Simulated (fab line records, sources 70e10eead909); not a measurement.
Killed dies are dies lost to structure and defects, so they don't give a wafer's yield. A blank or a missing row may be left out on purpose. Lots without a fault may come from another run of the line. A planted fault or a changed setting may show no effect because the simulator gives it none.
Chamber matching | flow nand_harc | NHARC_P_CONTACT_DEP_30 on pecvd-04: 3 sister chambers
The step deposits SiNx, target thk 30 nm. 3 wafers are shown with their chamber, then 8 later ones without.

WAFERS WITH THEIR CHAMBER
wafer  | chamber | heater_power_w (W)
L082.5 | 0       | 680
L082.6 | 1       | 519
L092.2 | 2       | 684

WAFERS WITHOUT THEIR CHAMBER
wafer  | heater_power_w (W)
L092.3 | 586
L092.5 | 685
L093.1 | 666
L093.4 | 618
L093.5 | 688
L094.1 | 664
L094.3 | 513
L094.5 | 515

WHICH CHAMBER EACH WENT THROUGH
wafer  | from the rows above          | in truth
L092.3 | can't be placed: 1 or 0 or 2 | 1
L092.5 | can't be placed: 2 or 0      | 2
L093.1 | can't be placed: 0 or 2      | 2
L093.4 | can't be placed: 0 or 2 or 1 | 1
L093.5 | can't be placed: 2 or 0      | 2
L094.1 | can't be placed: 0 or 2      | 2
L094.3 | 1                            | 1
L094.5 | 1                            | 1
Placed correctly: 2 of 8. Can't be placed from these rows: 6 (the true chamber is among the candidates in 6). Placed wrongly: 0.
How it was worked out, from the rows above alone: a wafer's distance from a chamber is the root of the sum, over the readings, of the square of ((its reading less the chamber's mean) divided by the reading's scatter). The wafer belongs to the nearest chamber; if the next one is less than 2 further off, it can't be placed. A chamber's mean is the mean of its shown wafers. The scatter: with one shown wafer a chamber, the root of the mean of the squares of how far each hidden wafer lies from its nearest shown one.
